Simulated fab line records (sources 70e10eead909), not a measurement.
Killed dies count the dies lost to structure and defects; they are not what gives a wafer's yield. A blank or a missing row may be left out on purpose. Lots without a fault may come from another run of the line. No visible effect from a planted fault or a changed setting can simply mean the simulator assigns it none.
Matching of chambers / flow nand_harc / NHARC_A_CONTACT_ETCH_88 on rie_diel-13: 4 sister chambers
The step etches the open film in CF4, target depth 39 nm, time 65 s. 16 wafers are shown with their chamber, then 8 later ones without.

WAFERS WITH THEIR CHAMBER
wafer=L075.1; chamber=1; showerhead_plenum_p_Torr (Torr)=1.86; rf_vpp_V (V)=152.4; oes_product_au (a.u.)=1.006
wafer=L075.3; chamber=2; showerhead_plenum_p_Torr (Torr)=1.86; rf_vpp_V (V)=153.6; oes_product_au (a.u.)=1.004
wafer=L075.4; chamber=0; showerhead_plenum_p_Torr (Torr)=1.65; rf_vpp_V (V)=149.5; oes_product_au (a.u.)=0.993
wafer=L078.3; chamber=1; showerhead_plenum_p_Torr (Torr)=1.86; rf_vpp_V (V)=152.5; oes_product_au (a.u.)=1.019
wafer=L078.4; chamber=3; showerhead_plenum_p_Torr (Torr)=1.83; rf_vpp_V (V)=152.9; oes_product_au (a.u.)=1.010
wafer=L078.6; chamber=2; showerhead_plenum_p_Torr (Torr)=1.86; rf_vpp_V (V)=151.7; oes_product_au (a.u.)=1.006
wafer=L077.1; chamber=0; showerhead_plenum_p_Torr (Torr)=1.65; rf_vpp_V (V)=149.8; oes_product_au (a.u.)=1.009
wafer=L077.2; chamber=3; showerhead_plenum_p_Torr (Torr)=1.83; rf_vpp_V (V)=152.8; oes_product_au (a.u.)=1.017
wafer=L077.4; chamber=1; showerhead_plenum_p_Torr (Torr)=1.86; rf_vpp_V (V)=151.9; oes_product_au (a.u.)=1.001
wafer=L080.1; chamber=3; showerhead_plenum_p_Torr (Torr)=1.83; rf_vpp_V (V)=151.5; oes_product_au (a.u.)=1.009
wafer=L080.4; chamber=2; showerhead_plenum_p_Torr (Torr)=1.85; rf_vpp_V (V)=151.9; oes_product_au (a.u.)=0.995
wafer=L080.6; chamber=1; showerhead_plenum_p_Torr (Torr)=1.86; rf_vpp_V (V)=151.2; oes_product_au (a.u.)=1.006
wafer=L083.2; chamber=0; showerhead_plenum_p_Torr (Torr)=1.64; rf_vpp_V (V)=148.8; oes_product_au (a.u.)=1.013
wafer=L083.4; chamber=3; showerhead_plenum_p_Torr (Torr)=1.82; rf_vpp_V (V)=150.6; oes_product_au (a.u.)=1.013
wafer=L083.5; chamber=3; showerhead_plenum_p_Torr (Torr)=1.82; rf_vpp_V (V)=152.2; oes_product_au (a.u.)=1.014
wafer=L087.2; chamber=0; showerhead_plenum_p_Torr (Torr)=1.64; rf_vpp_V (V)=150.0; oes_product_au (a.u.)=1.018

SIGNATURES (averages over the wafers above)
reading=showerhead_plenum_p_Torr; chamber 0=1.6450; chamber 1=1.8600; chamber 2=1.8567; chamber 3=1.8260; scatter within a chamber=0.00489
reading=rf_vpp_V; chamber 0=149.525; chamber 1=152.000; chamber 2=152.400; chamber 3=152.000; scatter within a chamber=0.805
reading=oes_product_au; chamber 0=1.00825; chamber 1=1.00800; chamber 2=1.00167; chamber 3=1.01260; scatter within a chamber=0.0073
Rule: for each reading, subtract the chamber's mean from the wafer's reading, divide by that reading's scatter and square the result; add these up over the readings and take the root, which gives the wafer's distance from the chamber. The wafer belongs to the nearest chamber; if the next one is less than 2 further off, it can't be placed. The scatter: take each reading less its chamber's mean, square it, sum over the shown wafers, divide by the number of wafers less the number of chambers, and take the root.

WAFERS WHOSE CHAMBER IS MISSING
wafer=L087.4; showerhead_plenum_p_Torr (Torr)=1.85; rf_vpp_V (V)=153.0; oes_product_au (a.u.)=0.994
wafer=L087.6; showerhead_plenum_p_Torr (Torr)=1.64; rf_vpp_V (V)=150.2; oes_product_au (a.u.)=1.009
wafer=L090.1; showerhead_plenum_p_Torr (Torr)=1.64; rf_vpp_V (V)=149.2; oes_product_au (a.u.)=1.021
wafer=L090.4; showerhead_plenum_p_Torr (Torr)=1.84; rf_vpp_V (V)=150.5; oes_product_au (a.u.)=0.999
wafer=L090.6; showerhead_plenum_p_Torr (Torr)=1.85; rf_vpp_V (V)=152.1; oes_product_au (a.u.)=0.999
wafer=L096.1; showerhead_plenum_p_Torr (Torr)=1.81; rf_vpp_V (V)=152.2; oes_product_au (a.u.)=1.001
wafer=L096.3; showerhead_plenum_p_Torr (Torr)=1.84; rf_vpp_V (V)=151.8; oes_product_au (a.u.)=1.005
wafer=L096.6; showerhead_plenum_p_Torr (Torr)=1.81; rf_vpp_V (V)=154.7; oes_product_au (a.u.)=0.993

THE CHAMBER EACH PASSED THROUGH
wafer=L087.4; from the rows above=can't be placed: 2 or 1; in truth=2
wafer=L087.6; from the rows above=0; in truth=0
wafer=L090.1; from the rows above=0; in truth=0
wafer=L090.4; from the rows above=can't be placed: 3 or 2 or 1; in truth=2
wafer=L090.6; from the rows above=can't be placed: 2 or 1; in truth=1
wafer=L096.1; from the rows above=3; in truth=3
wafer=L096.3; from the rows above=can't be placed: 3 or 2 or 1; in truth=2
wafer=L096.6; from the rows above=3; in truth=3
Correctly placed: 4 of 8. Can't be placed from these rows: 4 (the true chamber is among the candidates in 4). Wrongly placed: 0.
